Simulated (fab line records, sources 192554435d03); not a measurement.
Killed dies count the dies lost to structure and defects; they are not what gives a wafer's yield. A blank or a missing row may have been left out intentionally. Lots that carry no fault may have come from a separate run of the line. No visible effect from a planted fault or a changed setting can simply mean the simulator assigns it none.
One fault through the eyes of 3 desks :: flow n5Finfet :: numbers are kept per desk, each desk with only its own; the story behind them comes last

== AT THE TOOL OWNER'S DESK: rieDiel-01 ==
The tool's own readings at N5_BEOL_M14_VIA_ETCH_16 (etches SiO2 in C4F8/O2/Ar, target depth 1231.3 nm): means of the sampled wafers that have a number, for each lot that ran on this tool. Marked OUT: a lot whose mean sits more than 4 standard deviations from the usual mean, which makes it out of limits; the brackets give that distance.
Columns: A = drypumpMotorCurrentA at N5_BEOL_M14_VIA_ETCH_16, usual 5.8 A; B = oes_ar_750_au at N5_BEOL_M14_VIA_ETCH_16, usual 0.76 a.u.; C = oesProductAu at N5_BEOL_M14_VIA_ETCH_16, usual 0.69 a.u.; D = rfVppV at N5_BEOL_M14_VIA_ETCH_16, usual 2228 V; E = showerheadPlenumPTorr at N5_BEOL_M14_VIA_ETCH_16, usual 3.47 Torr; F = throttleValvePct at N5_BEOL_M14_VIA_ETCH_16, usual 30.89 %
lot: L268
first seen here: day 14 00:23
A: 5.8
B: 0.76
C: 0.68
D: 2224
E: 3.40
F: 31.15

lot: L270
first seen here: day 14 06:59
A: 6.1
B: 0.79
C: 0.71
D: 2213
E: 3.37
F: 31.04

lot: L273
first seen here: day 14 22:15
A: 5.9
B: 0.78
C: 0.71
D: 2229
E: 3.45
F: 31.00

lot: L275
first seen here: day 15 03:22
A: 5.6
B: 0.75
C: 0.67
D: 2238
E: 3.48
F: 31.11

lot: L280
first seen here: day 17 03:44
A: 5.7
B: 0.73
C: 0.80
D: 2228
E: 3.43
F: 31.34

lot: L283
first seen here: day 17 21:20
A: 5.8
B: 0.76
C: 0.81
D: 2237
E: 3.50
F: 31.16
This desk found nothing out of limits on any of the 6 lots.

== THE DEFECT DESK ==
For each lot, the counts of the inspections along the route, averaged over the sampled wafers that have a number. Marked OUT: a lot whose mean sits more than 4 standard deviations from the usual mean, which makes it out of limits; the brackets give that distance.
Columns: A = rawDefectCount at N5_BEOL_M13_INSPECT_55, usual 72; B = rawDefectCount at N5_BEOL_M14_INSPECT_12, usual 2.3
lot: L268
first seen here: day 13 22:43
A: 87
B: 2.0

lot: L267
first seen here: day 14 02:56
A: 72
B: 2.3

lot: L270
first seen here: day 14 06:09
A: 84
B: 2.0

lot: L272
first seen here: day 14 16:02
A: 72
B: 3.0

lot: L273
first seen here: day 14 21:32
A: 106
B: 1.7

lot: L271
first seen here: day 15 01:40
A: 61
B: 3.7

lot: L275
first seen here: day 15 02:31
A: 46
B: 2.0

lot: L274
first seen here: day 15 05:01
A: 84
B: 1.7

lot: L280
first seen here: day 17 02:50
A: 65
B: 2.3

lot: L283
first seen here: day 17 20:10
A: 96
B: 1.5

lot: L287
first seen here: day 18 22:02
A: 82
B: 4.3

lot: L288
first seen here: day 19 12:32
A: 59
B: 3.7
This desk found nothing out of limits on any of the 12 lots.

== FROM THE METROLOGY DESK ==
What the gauges read, lot by lot, whatever tool the lot ran on: means of the sampled wafers that have a number. Marked OUT: a lot whose mean sits more than 4 standard deviations from the usual mean, which makes it out of limits; the brackets give that distance.
Columns: A = cdNm at N5_BEOL_M14_CD_MEAS_10, usual 250.3 nm
lot: L268
first seen here: day 13 23:22
A: 249.5

lot: L267
first seen here: day 14 03:36
A: 249.9

lot: L270
first seen here: day 14 06:41
A: 250.4

lot: L272
first seen here: day 14 16:35
A: 250.0

lot: L273
first seen here: day 14 22:04
A: 252.1

lot: L271
first seen here: day 15 02:22
A: 251.7

lot: L275
first seen here: day 15 03:02
A: 250.2

lot: L274
first seen here: day 15 05:40
A: 249.9

lot: L280
first seen here: day 17 03:34
A: 249.7

lot: L283
first seen here: day 17 20:55
A: 251.1

lot: L287
first seen here: day 18 22:34
A: 248.6

lot: L288
first seen here: day 19 13:12
A: 251.4
This desk found nothing out of limits on any of the 12 lots.

== ALL TOGETHER ==
The tool owner's desk saw nothing out of limits.
No out-of-limits result turned up at the defect desk.
Metrology desk: nothing out of limits seen.

== WHAT THE SIMULATOR HAD INSERTED ==
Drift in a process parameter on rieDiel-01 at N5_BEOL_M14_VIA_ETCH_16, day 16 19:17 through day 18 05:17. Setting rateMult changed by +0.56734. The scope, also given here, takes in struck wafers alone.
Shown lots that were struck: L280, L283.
